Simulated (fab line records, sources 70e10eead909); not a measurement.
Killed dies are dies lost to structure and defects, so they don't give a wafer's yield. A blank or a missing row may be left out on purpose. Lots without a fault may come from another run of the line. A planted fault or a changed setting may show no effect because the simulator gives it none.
fab line records | flow nand_harc
record lots=18 wafers=54 last_day=32
route steps=1302 shown P_BONDPAD@372 A_CHANNEL_HOLE_D1@466 A_CHANNEL_FILL_D1@496
lots that met no fault: from a run of the same line without faults
start_h: hours from the record's first day to the start of the lot's first wafer shown | wait_h: hours since the lot's step before | " the same as in the row above | L1.1+2: a row that stands for several wafers | - no value, or no start given | * or withheld: withheld | < > ~ a bound
route shown NAME@n: a module of which the file shows steps, and the number in the route of the first | usual: mean/standard deviation of fault-free wafers | same: alike in all rows | chamber/n: place in a boat | sites: the reading at each site | _std_site: their standard deviation | _edge_site: outer sites' mean less inner sites' | radius_mm: how far each site lies from the wafer's centre | mask NAME#n: copy n | behind: the tool/chamber that last shaped the wafer | hold: why the lot was held/for how many hours/how that ended | device: the transistor (n, p or np) that didn't switch | end of line: the same wafers' tests at the end of the route | a step without rows: its recipe alone | killed: dies lost to structure and defects at the first sort, not the wafer's yield | map: a wafer's dies, x killed, . not, _ none there
set.NAME: the setting as run; set.NAME@STEP: as run at that earlier step | model.NAME: the simulator's own value behind a step, which no gauge read
steps of the route over a sample of lots; a table a step, a row a wafer
services: from which hour (start_h, from the record's first day; less than 0 if before it) a tool's chamber was out of use, for how many hours, and why
## steps
# step NHARC_P_BONDPAD_ETCH_24
# recipe target_depth_a=300 over_etch_frac=0.3 time_s=72.99 ion_energy_ev=150 cf4_flow_sccm=50 n2_flow_sccm=100 ar_flow_sccm=150 rf_w=300 bias_w=100 chemistry=CF4/N2
# usual cf4_flow_sccm=50.00/0.14 chamber_pressure_mTorr=29.995/0.029 drypump_motor_current_A=5.75/0.28 mfc_ar_sccm=150.0/0.41 oes_product_au=1.001/0.01 rf_vpp_V=314.1/1.6 showerhead_plenum_p_Torr=2.63/0.078 throttle_valve_pct=19.794/0.0082
# columns lot.wafer tool chamber start_h wait_h cf4_flow_sccm chamber_pressure_mTorr drypump_motor_current_A mfc_ar_sccm oes_product_au rf_hours_counter_h rf_vpp_V showerhead_plenum_p_Torr throttle_valve_pct
L074.3 rie_diel-02 2 - - 50.01 29.958 5.53 150.5 1.022 5.0 315.0 2.68 19.783
L074.4 " 3 " " 49.96 29.950 5.95 150.3 1.014 4.6 313.4 2.57 19.791
L074.2 " 0 " " 50.12 29.987 5.62 150.1 1.014 4.7 315.3 2.69 19.791
L076.3 rie_diel-09 3 - - 49.79 30.021 6.33 150.1 1.007 0.1 313.6 2.62 19.794
L076.2 " 1 " " 49.93 29.975 6.18 150.2 0.996 0.1 314.4 2.66 19.783
L076.6 " 3 " " 49.70 30.003 6.33 150.0 1.014 - 312.9 2.62 19.783
L077.3 rie_diel-02 3 - - 49.94 29.995 5.97 150.4 0.999 6.0 313.7 2.57 19.777
L077.4 " 1 " " 49.94 29.982 5.52 150.2 0.997 6.9 313.0 2.64 19.792
L077.2 " 2 " " 49.93 30.019 5.52 148.9 1.006 6.6 315.6 2.68 19.791
L078.3 rie_diel-02 3 - - 50.13 30.006 5.92 149.8 1.007 6.1 313.3 2.57 19.793
L078.4 " 0 " " 50.03 30.002 5.65 150.2 1.015 6.4 314.4 2.69 19.794
L078.6 " 0 " " 49.86 29.983 5.62 150.1 1.013 - 316.9 2.69 19.803
L080.2 rie_diel-02 1 - - 50.12 30.008 5.51 149.8 1.000 8.5 315.1 2.64 19.797
L080.3 " 0 " " 49.87 29.942 5.62 149.1 1.005 8.2 315.8 2.69 19.810
L080.5 " 1 " " 50.27 29.968 5.50 150.4 0.997 - 314.5 2.64 19.794
L084.4 rie_diel-08 3 - - 50.20 30.009 6.35 150.1 1.002 0.6 314.2 2.60 19.795
L084.1 " 1 " " 50.02 29.980 5.62 149.7 0.995 0.5 311.0 2.51 19.783
L084.3 " 2 " " 49.86 29.976 5.57 150.5 1.007 0.5 315.7 2.79 19.789
L083.4 rie_diel-08 1 - - 49.80 30.010 5.66 149.9 0.974 0.6 311.8 2.51 19.786
L083.3 " 2 " " 50.09 30.007 5.59 150.1 0.999 0.6 315.9 2.79 19.784
L083.1 " 3 " " 50.00 29.988 6.37 150.9 1.001 0.6 314.7 2.60 19.784
L085.3 rie_diel-02 0 - - 49.98 29.974 5.63 150.5 1.020 1.0 315.8 2.69 19.802
L085.6 " 1 " " 50.05 30.023 5.51 149.9 1.016 - 314.6 2.64 19.807
L085.5 " 2 " " 50.23 30.024 5.56 150.3 0.999 - 315.6 2.68 19.789
L087.1 rie_diel-09 3 - - 50.11 29.981 6.32 149.6 1.014 4.3 314.8 2.62 19.797
L087.4 " 0 " " 50.02 30.009 5.62 149.8 0.985 4.8 312.3 2.52 19.804
L087.6 " 2 " " 49.78 30.026 6.00 149.0 0.994 - 314.7 2.71 19.787
L088.4 rie_diel-02 1 - - 49.94 29.976 5.49 150.4 1.005 2.0 314.1 2.64 19.802
L088.1 " 2 " " 49.97 29.938 5.51 149.8 0.994 1.7 316.1 2.68 19.806
L088.6 " 0 " " 50.03 29.992 5.58 149.6 1.013 - 315.2 2.69 19.786
L089.4 rie_diel-08 2 - - 50.11 30.016 5.57 149.7 1.000 1.7 317.3 2.79 19.795
L089.5 " 0 " " 50.16 30.005 5.61 150.7 1.009 - 312.4 2.57 19.802
L089.6 " 1 " " 50.00 29.978 5.61 149.2 1.003 - 313.6 2.51 19.799
L090.3 rie_diel-09 1 - - 49.76 30.008 6.19 150.9 0.986 7.3 314.3 2.66 19.796
L090.4 " 3 " " 50.15 29.956 6.35 150.0 1.019 7.1 315.1 2.62 19.812
L090.5 " 2 " " 50.17 29.991 6.01 149.5 0.994 - 315.6 2.71 19.780
L091.3 rie_diel-08 3 - - 49.96 29.993 6.32 149.2 1.002 2.6 313.1 2.60 19.802
L091.4 " 0 " " 49.89 29.994 5.60 150.4 1.012 2.6 313.6 2.57 19.802
L091.5 " 1 " " 50.05 29.991 5.64 150.5 0.996 - 312.8 2.51 19.798
L092.1 rie_diel-08 3 - - 50.04 29.967 6.38 149.9 0.997 2.8 313.7 2.60 19.798
L092.3 " 0 " " 49.84 30.048 5.60 150.5 1.005 2.8 313.1 2.57 19.785
L092.5 " 1 " " 50.20 29.979 5.63 149.7 1.003 - 312.3 2.51 19.811
L093.2 rie_diel-02 2 330.15 0.1 50.11 30.022 5.51 150.6 1.001 5.9 315.8 2.68 19.792
L093.3 " 3 " " 49.95 29.982 5.95 150.2 1.002 5.5 314.0 2.57 19.791
L093.6 " 2 " " 49.92 29.972 5.51 149.5 0.994 - 315.6 2.68 19.792
L096.3 rie_diel-02 3 - - 49.90 30.006 5.96 150.0 1.008 6.3 313.5 2.57 19.790
L096.6 " 3 " " 50.01 29.936 5.94 150.2 1.002 - 313.1 2.57 19.792
L096.5 " 0 " " 50.18 29.972 5.61 149.6 1.008 - 313.3 2.69 19.801
L095.2 rie_diel-02 0 - - 49.66 30.059 5.60 150.4 1.004 6.0 315.3 2.69 19.793
L095.3 " 2 " " 50.14 30.019 5.52 149.6 1.004 6.8 315.7 2.68 19.784
L095.5 " 0 " " 49.82 29.993 5.60 150.4 0.992 - 314.9 2.69 19.802
L097.4 rie_diel-09 3 - - 50.01 29.993 6.34 149.7 0.997 2.8 312.4 2.62 19.809
L097.1 " 0 " " 50.07 30.012 5.62 149.8 0.974 2.7 312.2 2.52 19.807
L097.3 " 1 " " 49.92 29.981 6.19 150.5 0.991 2.8 313.9 2.65 19.778
# step NHARC_A_CHANNEL_HOLE_D1_ETCH_38
# recipe target_depth_a=390 over_etch_frac=0.3 time_s=65 ion_energy_ev=80 cf4_flow_sccm=150 ar_flow_sccm=0 rf_w=300 bias_w=100 chemistry=CF4
# usual cf4_flow_sccm=149.9/0.48 chamber_pressure_mTorr=49.99/0.046 drypump_motor_current_A=5.8/0.33 mfc_ar_sccm=0.003/0.0051 oes_product_au=1.008/0.011 rf_vpp_V=150.4/1 showerhead_plenum_p_Torr=1.71/0.053 throttle_valve_pct=13.283/0.0091
# columns lot.wafer tool chamber start_h wait_h cf4_flow_sccm chamber_pressure_mTorr drypump_motor_current_A mfc_ar_sccm oes_product_au rf_hours_counter_h rf_vpp_V showerhead_plenum_p_Torr throttle_valve_pct
L074.4 rie_diel-10 3 183.55 0.1 151.1 50.03 5.4 0 1.037 9 150.8 1.67 13.272
L074.2 " 0 " " 149.8 50.02 5.8 0.002 1.016 9 151.9 1.71 13.279
L074.3 " 2 " " 150.0 49.99 5.9 0.010 1.025 9 150.2 1.69 13.302
L076.3 rie_diel-10 1 197.43 0.1 150.7 49.98 6.4 0 1.015 10 149.0 1.72 13.293
L076.2 " 2 " " 150.1 50.00 5.9 0.010 1.017 10 149.8 1.69 13.306
L076.6 " 0 " " 149.8 50.09 5.8 0.002 1.015 - 149.4 1.71 13.288
L078.3 rie_diel-10 0 214.11 0.1 149.6 49.96 5.8 0.002 0.992 11 150.8 1.71 13.296
L078.6 " 0 " " 149.6 49.99 5.8 0.002 1.000 - 149.6 1.71 13.275
L078.4 " 2 " " 149.4 49.93 5.9 0.010 1.015 - 148.9 1.69 13.286
L077.3 rie_diel-10 0 215.90 0.1 149.8 49.92 5.8 0.002 1.004 12 149.6 1.71 13.274
L077.2 " 3 " " 149.5 50.02 5.4 0 1.025 12 150.1 1.67 13.294
L077.4 " 3 " " 149.7 50.00 5.4 0 1.029 - 149.7 1.67 13.302
L080.2 rie_diel-06 1 249.35 0.1 150.6 50.05 6.0 0 0.996 36 150.5 1.66 13.303
L080.3 " 3 " " 150.0 49.97 5.8 0 1.007 34 151.4 1.67 13.279
L080.5 " 2 " " 150.6 50.04 5.6 0 1.008 - 152.0 1.76 13.288
L084.3 rie_diel-10 2 272.93 0.1 149.1 49.96 5.9 0.010 1.006 2 151.3 1.69 13.289
L084.1 " 3 " " 150.5 50.07 5.4 0 1.005 1 148.1 1.67 13.274
L084.4 " 0 " " 150.3 49.98 5.8 0.002 0.998 2 150.8 1.71 13.302
L083.3 rie_diel-06 3 274.70 0.1 150.1 50.06 5.7 0 1.004 44 149.9 1.67 13.274
L083.4 " 0 " " 150.5 50.03 5.7 0 0.986 43 150.4 1.68 13.288
L083.1 " 2 " " 148.7 50.02 5.5 0 1.007 40 151.4 1.76 13.283
L085.3 rie_diel-10 3 289.52 0.1 150.1 50.09 5.4 0 1.010 2 150.0 1.67 13.279
L085.5 " 2 " " 149.3 50.02 5.9 0.010 1.007 - 148.1 1.69 13.299
L085.6 " 3 " " 149.9 49.97 5.4 0 1.019 - 147.8 1.67 13.292
L087.4 rie_diel-10 0 304.06 0.1 149.5 49.96 5.8 0.002 1.013 4 149.3 1.71 13.258
L087.1 " 2 " " 150.1 49.99 5.9 0.010 1.000 6 151.1 1.68 13.288
L087.6 " 0 " " 149.6 49.96 5.8 0.002 1.004 - 151.1 1.71 13.289
L088.4 rie_diel-01 1 321.81 0.1 149.3 49.93 5.3 0.021 0.998 33 148.4 1.64 13.269
L088.1 " 2 " " 150.2 49.93 6.7 0 0.998 34 152.4 1.88 13.289
L088.6 " 0 " " 150.6 49.95 5.8 0.017 1.003 - 151.2 1.84 13.265
L089.4 rie_diel-06 2 328.01 0.1 150.4 50.00 5.6 0 1.015 2 150.7 1.75 13.281
L089.5 " 1 " " 149.8 49.91 6.0 0 1.014 - 150.1 1.66 13.273
L089.6 " 2 " " 150.2 50.11 5.5 0 1.016 - 151.4 1.75 13.281
L090.3 rie_diel-10 1 341.23 0.1 149.6 49.95 6.4 0 1.014 8 150.5 1.72 13.300
L090.4 " 0 " " 150.1 49.97 5.8 0.002 1.023 7 151.9 1.71 13.274
L090.5 " 1 " " 149.8 50.03 6.4 0 1.012 - 151.3 1.72 13.284
L091.4 rie_diel-10 2 362.78 0.1 149.8 49.98 5.9 0.010 1.001 10 149.3 1.68 13.271
L091.3 " 1 " " 149.0 49.98 6.4 0 1.013 10 151.5 1.72 13.276
L091.5 " 2 " " 149.7 49.86 5.9 0.010 1.010 - 150.9 1.68 13.279
L092.1 rie_diel-10 1 363.66 0.1 149.4 49.99 6.4 0 1.016 11 151.0 1.72 13.281
L092.3 " 3 " " 150.4 50.01 5.4 0 1.019 10 150.5 1.67 13.286
L092.5 " 1 " " 149.7 50.04 6.4 0 1.014 - 148.6 1.72 13.287
L093.2 rie_diel-06 3 376.48 0.1 150.7 49.97 5.8 0 1.002 19 149.3 1.66 13.280
L093.3 " 1 " " 150.6 50.03 6.0 0 1.026 17 148.6 1.65 13.273
L093.6 " 0 " " 149.7 49.93 5.7 0 0.996 - 150.3 1.67 13.291
L095.2 rie_diel-10 3 396.96 0.1 150.5 49.96 5.4 0 1.011 12 150.7 1.67 13.274
L095.3 " 0 " " 150.1 49.95 5.8 0.002 0.985 12 151.0 1.71 13.290
L095.5 " 3 " " 151.0 49.92 5.4 0 1.011 - 149.2 1.67 13.290
L096.3 rie_diel-01 1 397.16 0.1 150.2 49.92 5.2 0.021 0.985 2 153.4 1.91 13.280
L096.6 " 3 " " 150.5 50.04 5.7 0 0.994 - 149.6 1.75 13.280
L096.5 " 0 " " 150.5 49.97 5.8 0.017 1.016 - 152.2 1.83 13.285
L097.4 rie_diel-06 3 405.31 0.1 150.0 50.01 5.7 0 0.999 30 150.3 1.65 13.284
L097.1 " 1 " " 150.4 50.02 6.0 0 1.024 29 149.7 1.65 13.276
L097.3 " 2 " " 150.4 50.00 5.5 0 1.013 29 150.2 1.75 13.289
# step NHARC_A_CHANNEL_HOLE_D1_ETCH_39
# recipe target_depth_a=2600 over_etch_frac=0.3 time_s=325 ion_energy_ev=200 n2_flow_sccm=150 h2_flow_sccm=150 ar_flow_sccm=0 rf_w=400 bias_w=150 chemistry=N2/H2
# usual chamber_pressure_mTorr=30.004/0.029 drypump_motor_current_A=5.8/0.33 mfc_ar_sccm=0.003/0.0054 oes_product_au=1.008/0.011 rf_vpp_V=428.3/2 showerhead_plenum_p_Torr=1.96/0.068 throttle_valve_pct=14.173/0.011
# columns lot.wafer tool chamber start_h wait_h chamber_pressure_mTorr drypump_motor_current_A mfc_ar_sccm oes_product_au rf_hours_counter_h rf_vpp_V showerhead_plenum_p_Torr throttle_valve_pct
L074.4 rie_diel-10 3 - - 29.964 5.4 0 1.036 9 427.1 1.92 14.180
L074.2 " 0 " " 30.010 5.8 0.002 0.998 9 428.6 1.97 14.173
L074.3 " 1 " " 30.011 6.4 0 1.016 9 428.6 1.98 14.180
L076.2 rie_diel-10 3 - - 29.973 5.4 0 1.024 10 428.2 1.92 14.175
L076.3 " 0 " " 29.999 5.8 0.002 1.004 9 428.1 1.96 14.187
L076.6 " 2 " " 30.008 5.9 0.010 1.004 - 427.6 1.94 14.176
L078.3 rie_diel-10 2 - - 30.001 5.9 0.010 1.018 12 428.3 1.94 14.183
L078.6 " 0 " " 30.005 5.8 0.002 1.004 - 429.4 1.96 14.179
L078.4 " 2 " " 30.030 5.9 0.010 1.024 - 426.4 1.94 14.182
L077.2 rie_diel-10 3 - - 30.030 5.4 0 1.028 12 426.8 1.92 14.168
L077.3 " 2 " " 30.017 5.9 0.010 1.030 13 428.0 1.94 14.180
L077.4 " 2 " " 29.969 5.9 0.010 1.022 - 426.7 1.93 14.167
L080.2 rie_diel-06 3 - - 29.969 5.7 0 0.997 34 427.0 1.91 14.175
L080.3 " 0 " " 29.987 5.8 0 1.002 35 426.8 1.92 14.180
L080.5 " 2 " " 29.991 5.5 0 1.010 - 429.0 2.03 14.182
L084.4 rie_diel-10 1 - - 30.030 6.4 0 1.017 3 428.2 1.98 14.163
L084.1 " 2 " " 30.019 5.9 0.010 1.013 2 428.1 1.93 14.185
L084.3 " 0 " " 29.973 5.8 0.002 1.004 2 427.9 1.96 14.171
L083.3 rie_diel-06 1 - - 30.008 6.0 0 0.997 45 427.0 1.90 14.174
L083.1 " 2 " " 30.043 5.5 0 1.019 40 430.2 2.02 14.178
L083.4 " 0 " " 30.038 5.7 0 0.986 43 427.2 1.92 14.173
L085.3 rie_diel-10 3 - - 29.991 5.4 0 1.020 2 428.7 1.91 14.168
L085.5 " 2 " " 30.017 5.9 0.010 1.002 - 428.6 1.93 14.169
L085.6 " 3 " " 30.036 5.4 0 1.014 - 426.9 1.91 14.176
L087.1 rie_diel-10 3 - - 29.959 5.4 0 1.010 5 425.7 1.91 14.156
L087.4 " 1 " " 30.007 6.4 0 1.017 6 429.3 1.97 14.161
L087.6 " 2 " " 29.999 6.0 0.010 0.996 - 427.2 1.93 14.175
L088.4 rie_diel-01 2 - - 30.005 6.7 0 0.986 34 434.3 2.19 14.174
L088.1 " 1 " " 30.041 5.3 0.021 0.992 33 425.4 1.88 14.187
L088.6 " 3 " " 30.052 5.7 0 1.006 - 430.1 2.03 14.168
L089.4 rie_diel-06 0 - - 30.026 5.7 0 1.014 2 427.7 1.92 14.174
L089.5 " 0 " " 30.014 5.7 0 1.012 - 427.7 1.92 14.177
L089.6 " 1 " " 29.991 6.0 0 1.025 - 426.3 1.90 14.175
L090.3 rie_diel-10 0 - - 30.020 5.8 0.002 1.007 7 429.2 1.96 14.181
L090.4 " 2 " " 30.022 5.9 0.010 1.007 9 427.5 1.93 14.158
L090.5 " 0 " " 30.022 5.8 0.002 1.008 - 428.9 1.96 14.184
L091.4 rie_diel-10 1 - - 29.968 6.4 0 1.014 10 429.5 1.97 14.156
L091.3 " 3 " " 30.016 5.4 0 1.021 9 426.5 1.91 14.174
L091.5 " 2 " " 29.962 5.9 0.010 1.007 - 426.8 1.93 14.156
L092.3 rie_diel-10 1 - - 30.002 6.4 0 1.004 11 428.8 1.97 14.169
L092.1 " 0 " " 29.994 5.8 0.002 1.001 9 428.2 1.96 14.177
L092.5 " 2 " " 29.969 5.9 0.010 1.004 - 427.7 1.93 14.161
L093.3 rie_diel-06 1 - - 30.003 6.0 0 1.023 17 426.1 1.89 14.152
L093.2 " 3 " " 29.999 5.7 0 1.012 20 426.3 1.90 14.178
L093.6 " 2 " " 30.012 5.5 0 0.996 - 429.5 2.01 14.182
L095.3 rie_diel-10 1 - - 29.990 6.4 0 1.011 13 429.7 1.97 14.189
L095.2 " 3 " " 29.985 5.4 0 1.000 12 428.3 1.91 14.161
L095.5 " 1 " " 30.017 6.4 0 1.012 - 428.3 1.97 14.166
L096.3 rie_diel-01 2 - - 29.980 6.7 0 1.012 2 435.2 2.18 14.192
L096.5 " 3 " " 29.978 5.7 0 1.003 - 430.6 2.02 14.190
L096.6 " 0 " " 30.030 5.8 0.017 1.016 - 432.3 2.12 14.189
L097.1 rie_diel-06 2 - - 30.017 5.6 0 1.003 29 429.2 2.01 14.191
L097.4 " 3 " " 29.983 5.7 0 0.999 30 425.8 1.89 14.160
L097.3 " 1 " " 30.000 6.0 0 1.004 29 427.7 1.89 14.166
# step NHARC_A_CHANNEL_HOLE_D1_ETCH_22
# recipe bias_v=3000 source_w=withheld pressure_mtorr=20 time_s=666.7 ar_flow_sccm=375 c4f8_flow_sccm=89.3 o2_flow_sccm=35.7 temp_c=-20 target_depth_a=16000 chemistry=C4F8/O2/Ar
# usual c4f8_flow_sccm=89.29/0.27 chamber_pressure_mTorr=20.000/0.017 drypump_motor_current_A=6.1/0.45 mfc_ar_sccm=374.9/1.1 showerhead_plenum_p_Torr=3.61/0.11 throttle_valve_pct=32.154/0.0095
# columns lot.wafer tool chamber start_h wait_h c4f8_flow_sccm chamber_pressure_mTorr drypump_motor_current_A mfc_ar_sccm rf_hours_counter_h showerhead_plenum_p_Torr throttle_valve_pct
L074.2 har_etch-01 0 185.51 0.4 89.44 20.003 6.5 376.8 89 3.55 32.153
L074.4 " 0 " " 89.52 19.982 6.5 377.3 - 3.55 32.131
L074.3 " 1 " " 89.20 20.008 6.4 373.3 - 3.73 32.144
L076.2 har_etch-02 1 199.48 0.4 89.53 20.011 5.6 373.2 303 3.53 32.160
L076.3 " 1 " " 89.49 19.998 5.6 373.1 - 3.53 32.167
L076.6 " 1 " " 89.02 19.978 5.7 375.1 - 3.53 32.151
L078.4 har_etch-01 1 216.45 0.4 89.51 20.019 6.4 374.1 - 3.72 32.145
L078.3 " 0 " " 89.34 19.979 6.5 374.9 - 3.54 32.166
L078.6 " 0 " " 89.34 20.014 6.6 375.4 - 3.54 32.158
L077.2 har_etch-02 1 220.49 0.4 89.28 19.995 5.6 374.4 310 3.53 32.150
L077.3 " 1 " " 89.21 20.021 5.7 375.6 - 3.53 32.177
L077.4 " 0 " " 89.47 19.993 5.5 374.5 - 3.67 32.139
L080.2 har_etch-01 1 251.46 0.4 89.15 20.010 6.4 375.3 131 3.71 32.148
L080.3 " 0 " " 88.71 19.980 6.5 374.6 - 3.52 32.150
L080.5 " 1 " " 89.49 19.970 6.4 375.4 - 3.71 32.150
L084.1 har_etch-02 1 274.98 0.4 89.45 19.981 5.6 372.8 337 3.51 32.152
L084.4 " 0 " " 89.27 19.985 5.5 374.7 - 3.66 32.158
L084.3 " 1 " " 89.56 20.006 5.6 375.6 - 3.52 32.156
L083.1 har_etch-01 1 276.76 0.4 89.16 19.989 6.4 373.4 142 3.70 32.159
L083.3 " 0 " " 89.20 19.997 6.5 373.1 - 3.52 32.163
L083.4 " 1 " " 89.57 20.028 6.4 374.4 - 3.70 32.156
L085.3 har_etch-01 1 291.77 0.4 89.53 19.986 6.4 376.5 - 3.70 32.139
L085.6 " 0 " " 89.36 20.026 6.5 374.4 - 3.51 32.146
L085.5 " 1 " " 89.42 20.008 6.4 374.8 - 3.70 32.144
L087.1 har_etch-01 0 306.13 0.4 88.35 19.996 6.5 376.7 162 3.51 32.147
L087.4 " 1 " " 89.09 20.035 6.4 373.7 - 3.69 32.169
L087.6 " 1 " " 89.23 20.009 6.4 373.4 - 3.69 32.142
L088.1 har_etch-01 0 324.90 0.4 89.36 20.002 6.6 373.8 169 3.50 32.139
L088.4 " 1 " " 88.85 19.999 6.4 374.9 - 3.69 32.155
L088.6 " 0 " " 89.19 19.997 6.6 373.4 - 3.50 32.148
L089.4 har_etch-02 0 333.81 0.4 88.99 20.003 5.5 375.6 - 3.63 32.150
L089.5 " 0 " " 89.67 20.008 5.5 376.6 - 3.63 32.140
L089.6 " 1 " " 89.21 19.971 5.7 374.1 - 3.50 32.144
L090.4 har_etch-01 0 343.53 0.4 88.92 20.013 6.5 375.7 - 3.50 32.163
L090.3 " 1 " " 89.28 20.039 6.4 372.9 - 3.68 32.151
L090.5 " 1 " " 89.00 19.993 6.4 376.4 - 3.68 32.154
L091.4 har_etch-01 0 364.94 0.4 89.31 19.998 6.5 373.6 - 3.49 32.158
L091.3 " 1 " " 89.45 20.016 6.4 373.5 - 3.67 32.158
L091.5 " 1 " " 89.24 20.004 6.4 375.2 - 3.67 32.159
L092.1 har_etch-02 1 367.46 0.4 89.35 19.990 5.7 375.1 394 3.49 32.139
L092.3 " 1 " " 89.39 20.015 5.6 375.7 - 3.49 32.134
L092.5 " 0 " " 89.41 20.014 5.5 373.9 - 3.62 32.158
L093.2 har_etch-01 1 380.14 0.4 89.35 20.012 6.4 373.2 204 3.67 32.141
L093.3 " 1 " " 89.16 19.976 6.4 374.3 - 3.67 32.150
L093.6 " 0 " " 89.26 20.016 6.5 375.8 - 3.49 32.149
L096.3 har_etch-02 0 399.40 0.4 89.37 20.008 5.5 374.2 - 3.62 32.159
L096.5 " 1 " " 88.65 20.015 5.6 375.7 - 3.93 32.173
L096.6 " 0 " " 89.00 19.987 5.5 376.0 - 3.62 32.145
L095.2 har_etch-01 1 401.19 0.4 89.33 20.004 6.4 373.7 223 3.66 32.158
L095.3 " 0 " " 89.16 19.971 6.5 374.5 - 3.48 32.159
L095.5 " 0 " " 89.40 20.007 6.5 375.4 - 3.48 32.170
L097.1 har_etch-02 1 407.54 0.4 89.07 20.005 5.6 375.0 12 3.93 32.155
L097.4 " 0 " " 88.94 19.983 5.5 375.8 - 3.62 32.156
L097.3 " 1 " " 89.22 19.990 5.6 375.2 - 3.93 32.152
# step NHARC_A_CHANNEL_FILL_D1_ALD_16
# recipe target_thk_a=15 pulse_time_s=10 ald_cycles=15 temp_c=300 material=SiO2
# usual heater_power_w=501/40 precursor_pulse_height_rel=0.998/0.018
# same ald_cycles=15
# columns lot.wafer tool chamber start_h wait_h heater_power_w precursor_pulse_height_rel
L074.3 ald_hk-01 3 202.68 0.1 486 0.976
L074.2 " 0 " " 441 1.014
L074.4 " 1 " " 548 0.992
L076.3 ald_hk-04 1 218.19 1.6 494 0.995
L076.2 " 2 " " 555 1.015
L076.6 " 1 " " 490 1.045
L077.4 ald_hk-03 3 236.99 0.3 481 0.996
L077.2 " 0 " " 434 1.008
L077.3 " 1 " " 535 0.994
L078.4 ald_hk-03 0 237.13 0.4 432 0.991
L078.3 " 3 " " 502 1.015
L078.6 " 0 " " 431 1.008
L080.3 ald_hk-01 2 270.35 0.2 514 1.000
L080.2 " 3 " " 489 1.018
L080.5 " 1 " " 556 0.994
L084.4 ald_hk-01 0 292.35 0.0 430 0.977
L084.3 " 1 " " 546 0.977
L084.1 " 2 " " 516 1.014
L083.4 ald_hk-04 1 292.35 0.0 496 0.990
L083.3 " 3 " " 487 1.001
L083.1 " 0 " " 498 0.997
L085.3 ald_hk-01 2 308.98 0.1 507 0.961
L085.5 " 3 " " 494 0.984
L085.6 " 0 " " 443 0.957
L087.4 ald_hk-04 1 323.30 0.0 495 0.964
L087.1 " 2 " " 570 0.979
L087.6 " 2 " " 568 1.041
L088.1 ald_hk-04 3 345.32 0.1 481 0.997
L088.4 " 0 " " 498 0.990
L088.6 " 2 " " 551 0.994
L089.4 ald_hk-03 2 351.72 0.1 477 1.007
L089.5 " 0 " " 439 0.992
L089.6 " 1 " " 543 0.999
L090.3 ald_hk-03 1 360.57 0.0 531 0.995
L090.4 " 3 " " 488 0.990
L090.5 " 1 " " 544 1.002
L091.3 ald_hk-01 2 381.97 0.0 519 1.010
L091.4 " 0 " " 448 0.994
L091.5 " 2 " " 516 0.959
L092.3 ald_hk-04 2 382.00 0.1 557 0.975
L092.1 " 3 " " 473 0.978
L092.5 " 1 " " 496 1.003
L093.3 ald_hk-01 0 397.46 0.1 445 1.021
L093.2 " 1 " " 551 0.999
L093.6 " 2 " " 514 1.015
L096.3 ald_hk-03 2 416.38 0.1 455 0.986
L096.6 " 0 " " 456 0.998
L096.5 " 1 " " 531 1.000
L095.3 ald_hk-01 0 416.39 0.1 450 0.986
L095.2 " 1 " " 538 1.007
L095.5 " 2 " " 508 0.991
L097.1 ald_hk-03 3 424.63 0.0 507 1.014
L097.3 " 0 " " 462 1.029
L097.4 " 1 " " 550 1.020
# step NHARC_A_CHANNEL_FILL_D1_CMP_10
# recipe target_thk_nm=150
# usual motor_current_A=12.3/1.2 pad_life_wafers=200/98 time_to_endpoint_s=17/3.4
# columns lot.wafer tool chamber start_h wait_h motor_current_A pad_life_wafers time_to_endpoint_s
L074.3 cmp-04 3 238.20 0.4 11.6 96 20
L074.2 " 0 " " 11.3 97 18
L074.4 " 2 " " 11.8 99 18
L076.2 cmp-03 1 253.33 0.4 12.1 246 13
L076.3 " 3 " " 11.8 248 16
L076.6 " 1 " " 12.6 - 15
L077.3 cmp-03 2 272.64 0.4 14.2 31 21
L077.4 " 3 " " 12.1 32 14
L077.2 " 0 " " 13.9 33 10
L078.4 cmp-01 0 272.64 0.4 10.7 379 19
L078.3 " 2 " " 11.0 381 16
L078.6 " 3 " " 12.6 - 20
L080.2 cmp-03 2 305.23 0.4 13.7 152 19
L080.3 " 3 " " 12.5 153 16
L080.5 " 1 " " 12.4 - 15
L083.3 cmp-03 2 327.49 0.4 14.6 258 20
L083.4 " 0 " " 12.9 260 10
L083.1 " 1 " " 12.8 261 17
L084.3 cmp-01 2 327.49 0.4 11.3 180 18
L084.4 " 0 " " 10.5 182 23
L084.1 " 1 " " 14.1 183 17
L085.3 cmp-01 0 343.99 0.4 10.2 240 16
L085.5 " 0 " " 9.8 - 17
L085.6 " 1 " " 14.7 - 11
L087.4 cmp-01 0 358.47 0.4 9.7 306 18
L087.1 " 2 " " 11.2 308 20
L087.6 " 1 " " 14.2 - 13
L088.4 cmp-04 2 383.29 0.4 11.7 223 19
L088.1 " 0 " " 11.2 225 15
L088.6 " 1 " " 12.5 - 19
L089.4 cmp-03 3 387.15 0.4 11.2 66 11
L089.5 " 3 " " 12.1 - 14
L089.6 " 0 " " 12.3 - 9
L090.3 cmp-03 2 396.59 0.4 14.0 96 22
L090.4 " 1 " " 12.7 99 12
L090.5 " 3 " " 12.3 - 16
L092.1 cmp-03 1 419.73 0.4 12.2 192 16
L092.3 " 3 " " 11.9 194 16
L092.5 " 2 " " 13.3 - 20
L091.4 cmp-04 0 419.78 0.4 10.8 38 16
L091.3 " 1 " " 12.6 39 21
L091.5 " 2 " " 11.6 - 19
L093.2 cmp-04 0 434.96 0.4 11.2 103 16
L093.3 " 1 " " 12.5 104 22
L093.6 " 3 " " 11.2 - 20
L096.3 cmp-01 3 448.67 0.4 12.8 264 20
L096.5 " 3 " " 13.1 - 20
L096.6 " 0 " " 10.5 - 18
L095.3 cmp-03 2 448.73 0.4 13.6 330 20
L095.2 " 0 " " 13.1 332 12
L095.5 " 3 " " 11.7 - 18
L097.4 cmp-04 3 461.41 0.4 11.5 198 17
L097.3 " 1 " " 12.9 200 17
L097.1 " 2 " " 11.9 201 15
## services
# columns tool chamber start_h hours kind
rie_diel-02 2 129.64 6.4 repair
rie_diel-06 - 130.20 9.0 pm
cmp-03 - 162.79 4.0 pm
rie_diel-06 2 188.32 14.7 repair
har_etch-01 - 193.19 1.4 repair
rie_diel-06 - 198.52 1.4 repair
cmp-03 - 202.46 21.5 repair
rie_diel-06 0 205.93 4.1 repair
rie_diel-10 1 210.27 10.1 repair
rie_diel-02 - 216.70 9.0 pm
rie_diel-10 - 242.50 9.0 pm
cmp-03 - 260.79 4.0 pm
rie_diel-10 3 264.24 5.9 repair
rie_diel-10 0 275.42 4.9 repair
rie_diel-06 0 286.41 2.5 repair
cmp-03 - 289.87 1.7 repair
rie_diel-10 - 292.27 0.9 repair
rie_diel-06 - 307.20 9.0 pm
cmp-03 - 309.50 0.2 repair
rie_diel-02 1 311.72 13.4 repair
cmp-03 - 358.79 4.0 pm
rie_diel-02 - 393.77 9.0 pm
cmp-03 - 416.31 0.4 repair
rie_diel-10 - 419.65 9.0 pm
## key
fault none
